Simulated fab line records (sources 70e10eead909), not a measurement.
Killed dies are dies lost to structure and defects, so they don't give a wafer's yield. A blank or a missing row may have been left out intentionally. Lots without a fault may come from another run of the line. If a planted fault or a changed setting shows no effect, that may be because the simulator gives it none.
fab line records    flow nandHarc
record: lots: 6  wafers: 18  lastDay: 33
route steps=1302 shown A_DECK1_JOINT@539 A_ONON_D2@545
lots with no fault: from the same line, run without faults
startH: hours from the record's first day to the start of the lot's first wafer shown    waitH: how many hours have passed since the lot's step before this one    " unchanged from the row above    L1.1+2: one row covering several wafers at once    - either no value or no given start    * or withheld: withheld    < > ~ a bound
route shown NAME@n: a module of which the file shows steps, and the number in the route of the first    usual: mean/standard deviation taken from wafers without a fault    same: alike in all rows    chamber/n: place in a boat    sites: readings site by site    _std_site: the standard deviation of these    _edge_site: outer sites' mean less inner sites'    radiusMm: how far each site lies from the wafer's centre    mask NAME#n: copy n    behind: the tool/chamber that last shaped the wafer    hold: reason for holding the lot/hours on hold/outcome of the hold    device: which transistor (n, p or np) failed to switch    end of line: tests of these same wafers at the route's end    where a step has no rows: the recipe by itself    killed: not the wafer's yield, but the dies lost to structure and defects at the first sort    map: a wafer's dies, x killed, . not, _ none there
set.NAME: the setting as run; set.NAME@STEP: as run at that earlier step    model.NAME: the simulator's own value behind a step, which no gauge read
lots at selected steps of the route; one table per step, one row per wafer
services: the hour from which a tool's chamber was out of use, counted from the record's first day as startH (under 0 if before that day), plus the number of hours and why
== steps ==
step: NHARC_A_DECK1_JOINT_CMP_02
recipe: material: SiOx
usual: edgeZonePressureFrac: 1.000/0.0049  motorCurrentA: 12.3/1.1  slurryFilterDpKPa: 13.50/0.14
lot.wafer  tool    chamber  startH  waitH  edgeZonePressureFrac  motorCurrentA  slurryFilterDpKPa
L787.2     cmp-03  3        337.42  0.4    1.000                 12.3           13.55
L787.3     "       1        "       "      0.991                 12.6           13.58
L787.1     "       2        "       "      1.006                 12.2           13.46
L791.2     cmp-02  3        380.61  0.4    0.998                 11.5           13.33
L791.4     "       2        "       "      1.001                 13.4           13.60
L791.6     "       0        "       "      0.993                 13.9           13.53
L793.2     cmp-03  1        391.27  0.4    0.993                 12.2           13.39
L793.4     "       0        "       "      1.000                 12.3           13.48
L793.5     "       1        "       "      0.997                 12.6           13.33
L796.2     cmp-03  0        426.44  0.4    0.991                 12.8           13.70
L796.5     "       1        "       "      1.000                 13.0           13.42
L796.6     "       2        "       "      1.003                 12.2           13.49
L799.1     cmp-03  1        452.22  0.4    1.004                 12.6           13.24
L799.4     "       2        "       "      1.002                 11.6           13.60
L799.5     "       1        "       "      0.998                 12.2           13.78
L804.1     cmp-03  2        491.43  0.4    1.000                 11.1           13.71
L804.4     "       0        "       "      1.007                 13.0           13.36
L804.6     "       2        "       "      0.992                 11.8           13.37
step: NHARC_A_DECK1_JOINT_SRD_15
step: NHARC_A_DECK1_JOINT_DEP_16
recipe: targetThkA: 450  tempC: 400  pressureTorr: 6.5  rfW: 900  teosFlowSccm: 161.4  flowSccm: 2650  targetThkNm: 45  gas: O2  material: SiO2
usual: heaterPowerW: 562/74  throttleValvePct: 15.9/0.63
lot.wafer  tool      chamber  startH  waitH  heaterPowerW  throttleValvePct
L787.1     pecvd-04  1        337.81  0.1    716           15.5
L787.3     "         2        "       "      627           16.3
L787.2     "         0        "       "      527           15.8
L791.2     pecvd-03  2        381.03  0.1    483           16.7
L791.6     "         1        "       "      459           15.0
L791.4     "         2        "       "      488           16.9
L793.2     pecvd-04  1        391.66  0.1    712           15.8
L793.4     "         1        "       "      725           15.9
L793.5     "         0        "       "      585           15.7
L796.2     pecvd-03  1        426.98  0.3    483           15.1
L796.5     "         2        "       "      554           16.6
L796.6     "         0        "       "      562           15.7
L799.1     pecvd-03  0        452.82  0.3    521           15.5
L799.5     "         2        "       "      593           16.6
L799.4     "         0        "       "      532           15.6
L804.1     pecvd-02  1        491.85  0.1    661           15.9
L804.4     "         2        "       "      723           17.2
L804.6     "         0        "       "      418           15.3
step: NHARC_A_DECK1_JOINT_THK_MEAS_17
recipe: thkMeasGauge: ellipsometry
usual: thkNm: 45.0/1.1
lot.wafer  tool          chamber  startH  waitH  thkNm
L787.1     filmMetro-02  -        338.09  0.2    43.9
L787.2     "             -        "       "      43.2
L787.3     "             -        "       "      46.0
L791.2     filmMetro-01  -        381.28  0.2    43.8
L791.4     "             -        "       "      45.6
L791.6     "             -        "       "      42.6
L793.2     filmMetro-02  -        391.94  0.3    45.9
L793.4     "             -        "       "      46.4
L793.5     "             -        "       "      45.3
L796.2     filmMetro-02  -        427.20  0.2    45.7
L796.5     "             -        "       "      44.7
L796.6     "             -        "       "      43.1
L799.1     filmMetro-01  -        453.04  0.2    44.7
L799.4     "             -        "       "      46.2
L799.5     "             -        "       "      44.0
L804.1     filmMetro-02  -        492.07  0.2    45.0
L804.4     "             -        "       "      43.8
L804.6     "             -        "       "      45.6
step: NHARC_A_DECK1_JOINT_INSPECT_05
usual: rawDefectCount: 310/98
lot.wafer  tool              chamber  startH  waitH  rawDefectCount
L787.1     defectInspect-02  -        338.12  0.0    426
L787.2     "                 -        "       "      280
L787.3     "                 -        "       "      456
L791.2     defectInspect-02  -        381.32  0.0    558
L791.4     "                 -        "       "      316
L791.6     "                 -        "       "      339
L793.2     defectInspect-01  -        391.98  0.0    238
L793.4     "                 -        "       "      630
L793.5     "                 -        "       "      355
L796.2     defectInspect-02  -        427.24  0.0    392
L796.5     "                 -        "       "      385
L796.6     "                 -        "       "      327
L799.1     defectInspect-02  -        453.08  0.0    286
L799.4     "                 -        "       "      260
L799.5     "                 -        "       "      246
L804.1     defectInspect-01  -        492.11  0.0    212
L804.4     "                 -        "       "      415
L804.6     "                 -        "       "      413
step: NHARC_A_ONON_D2_DEP_00
recipe: targetThkA: 10000  n2FlowSccm: 2750  n2oFlowSccm: 2000  nh3FlowSccm: 500  sih4FlowSccm: 210  tempC: 400
step: NHARC_A_ONON_D2_THK_MEAS_02
recipe: thkMeasGauge: ellipsometry
usual: thkNm: 1001/9.5
lot.wafer  tool          chamber  startH  waitH  thkNm
L787.1     filmMetro-02  -        338.70  -      1000
L787.2     "             -        "       "      997
L787.3     "             -        "       "      998
L791.2     filmMetro-01  -        381.90  -      1016
L791.4     "             -        "       "      1013
L791.6     "             -        "       "      1014
L793.2     filmMetro-01  -        392.54  -      997
L793.4     "             -        "       "      995
L793.5     "             -        "       "      994
L796.2     filmMetro-02  -        427.82  -      1007
L796.5     "             -        "       "      1008
L796.6     "             -        "       "      1008
L799.1     filmMetro-01  -        453.83  -      1013
L799.4     "             -        "       "      1012
L799.5     "             -        "       "      1012
L804.1     filmMetro-01  -        492.68  -      987
L804.4     "             -        "       "      988
L804.6     "             -        "       "      990
step: NHARC_A_ONON_D2_DEP_03
recipe: targetThkA: 10000  n2FlowSccm: 2750  n2oFlowSccm: 2000  nh3FlowSccm: 500  sih4FlowSccm: 210  tempC: 400
step: NHARC_A_ONON_D2_THK_MEAS_05
recipe: thkMeasGauge: ellipsometry
usual: thkNm: 997/12
lot.wafer  tool          chamber  startH  waitH  thkNm
L787.1     filmMetro-02  -        339.29  -      988
L787.2     "             -        "       "      985
L787.3     "             -        "       "      986
L791.2     filmMetro-01  -        382.46  -      1009
L791.4     "             -        "       "      1010
L791.6     "             -        "       "      1010
L793.2     filmMetro-01  -        393.11  -      1016
L793.4     "             -        "       "      1015
L793.5     "             -        "       "      1016
L796.2     filmMetro-01  -        428.37  -      1003
L796.5     "             -        "       "      1004
L796.6     "             -        "       "      1005
L799.1     filmMetro-01  -        454.39  -      1006
L799.4     "             -        "       "      1007
L799.5     "             -        "       "      1006
L804.1     filmMetro-02  -        493.25  -      1012
L804.4     "             -        "       "      1011
L804.6     "             -        "       "      1010
step: NHARC_A_ONON_D2_DEP_06
recipe: targetThkA: 10000  n2FlowSccm: 2750  n2oFlowSccm: 2000  nh3FlowSccm: 500  sih4FlowSccm: 210  tempC: 400
step: NHARC_A_ONON_D2_THK_MEAS_08
recipe: thkMeasGauge: ellipsometry
usual: thkNm: 999/13
lot.wafer  tool          chamber  startH  waitH  thkNm
L787.1     filmMetro-02  -        339.85  -      993
L787.2     "             -        "       "      992
L787.3     "             -        "       "      992
L791.2     filmMetro-01  -        383.03  -      1003
L791.4     "             -        "       "      1003
L791.6     "             -        "       "      1001
L793.2     filmMetro-02  -        393.68  -      971
L793.4     "             -        "       "      971
L793.5     "             -        "       "      971
L796.2     filmMetro-01  -        428.94  -      991
L796.5     "             -        "       "      991
L796.6     "             -        "       "      991
L799.1     filmMetro-02  -        454.96  -      1000
L799.4     "             -        "       "      1001
L799.5     "             -        "       "      1001
L804.1     filmMetro-02  -        493.82  -      985
L804.4     "             -        "       "      986
L804.6     "             -        "       "      985
step: NHARC_A_ONON_D2_DEP_09
recipe: targetThkA: 10000  n2FlowSccm: 2750  n2oFlowSccm: 2000  nh3FlowSccm: 500  sih4FlowSccm: 210  tempC: 400
lot.wafer   tool          chamber  startH  waitH
L787.1+2+3  pecvdOnon-02  0        339.91  0.1
L791.2+4+6  pecvdOnon-02  0        383.14  0.1
L793.2+4+5  pecvdOnon-03  0        393.79  0.1
L796.2+5+6  pecvdOnon-01  0        429.05  0.1
L799.1+4+5  pecvdOnon-02  0        455.16  0.2
L804.1+4+6  pecvdOnon-01  0        493.88  0.1
step: NHARC_A_ONON_D2_THK_MEAS_11
recipe: thkMeasGauge: ellipsometry
usual: thkNm: 1002/10
lot.wafer  tool          chamber  startH  waitH  hold                     thkNm
L787.1     filmMetro-01  -        340.42  -      awaitDispo/0.2h/release  1084
L787.2     "             -        "       "      awaitDispo/0.2h/release  1011
L787.3     "             -        "       "      awaitDispo/0.2h/release  1013
L787.1     filmMetro-01  -        340.59  0.2    -                        1086
L787.2     "             -        "       "      -                        1014
L787.3     "             -        "       "      -                        1013
L791.2     filmMetro-01  -        383.59  -      awaitDispo/0.2h/release  1005
L791.4     "             -        "       "      awaitDispo/0.2h/release  1077
L791.6     "             -        "       "      awaitDispo/0.2h/release  1004
L791.2     filmMetro-01  -        383.77  0.2    -                        1006
L791.4     "             -        "       "      -                        1075
L791.6     "             -        "       "      -                        1004
L793.2     filmMetro-02  -        394.24  -      -                        1003
L793.4     "             -        "       "      -                        1002
L793.5     "             -        "       "      -                        1000
L796.2     filmMetro-01  -        429.51  -      -                        1012
L796.5     "             -        "       "      -                        1013
L796.6     "             -        "       "      -                        1013
L799.1     filmMetro-02  -        455.67  -      -                        993
L799.4     "             -        "       "      -                        995
L799.5     "             -        "       "      -                        995
L804.1     filmMetro-02  -        494.42  -      -                        1006
L804.4     "             -        "       "      -                        1004
L804.6     "             -        "       "      -                        1005
== services ==
tool          chamber  startH  hours  kind
cmp-02        -        326.53  19.9   repair
pecvd-02      0        339.44  6.0    repair
pecvd-03      -        366.00  13.0   pm
pecvd-03      0        366.00  13.0   ventCycle
pecvd-03      1        366.00  13.0   ventCycle
pecvd-03      2        366.00  13.0   ventCycle
pecvdOnon-02  -        366.00  13.0   pm
cmp-03        -        368.45  4.0    pm
cmp-03        -        372.45  -      consumableReplace:conditioner
cmp-03        -        372.45  -      consumableReplace:pad
cmp-02        -        372.75  2.1    repair
pecvd-03      0        379.00  -      clean
pecvdOnon-03  -        408.33  13.0   pm
pecvd-02      -        408.44  13.0   pm
cmp-03        -        438.54  4.1    repair
cmp-02        -        444.38  4.0    pm
pecvdOnon-01  -        450.00  13.0   pm
pecvd-04      -        450.49  13.0   pm
cmp-03        -        466.45  4.0    pm
cmp-02        -        470.31  0.8    repair
cmp-03        -        470.45  -      consumableReplace:conditioner
cmp-03        -        470.45  -      consumableReplace:pad
cmp-02        -        479.33  1.3    repair
pecvd-03      -        483.43  2.3    repair
== key ==
firstSign: step: NHARC_A_ONON_D2_THK_MEAS_11  reading: visit  direction: added
effect: step: NHARC_A_ONON_D2_THK_MEAS_11  reading: thkNm  direction: up  sigmas: 7.7  usual: 1002  struck: 1081
metAt NHARC_A_ONON_D2_DEP_09
struckWafers L787.1,L791.4
sortLeftOut L787.1,L791.4
testerLeftOut L787,L791
fault: kind: processParameterDrift  tool: pecvdOnon-02  chamber: -  onsetH: 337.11  steps: NHARC_A_ONON_D2_DEP_09  channel: targetThkA  offset: *  shape: step  endH: 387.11  scope: struckWafersOnly  actsIn: *  stated: *
testerLeftOut: of these lots the tester's yield and bins aren't shown, on N5 and GAA mostly nor the transistor test; their killed dies are dies lost to structure and defects alone, not to doping, threshold or leakage, so they don't give the yield
sortLeftOut: the simulated sort isn't trusted on such a fault, so these wafers' sort isn't shown, and their yield isn't known
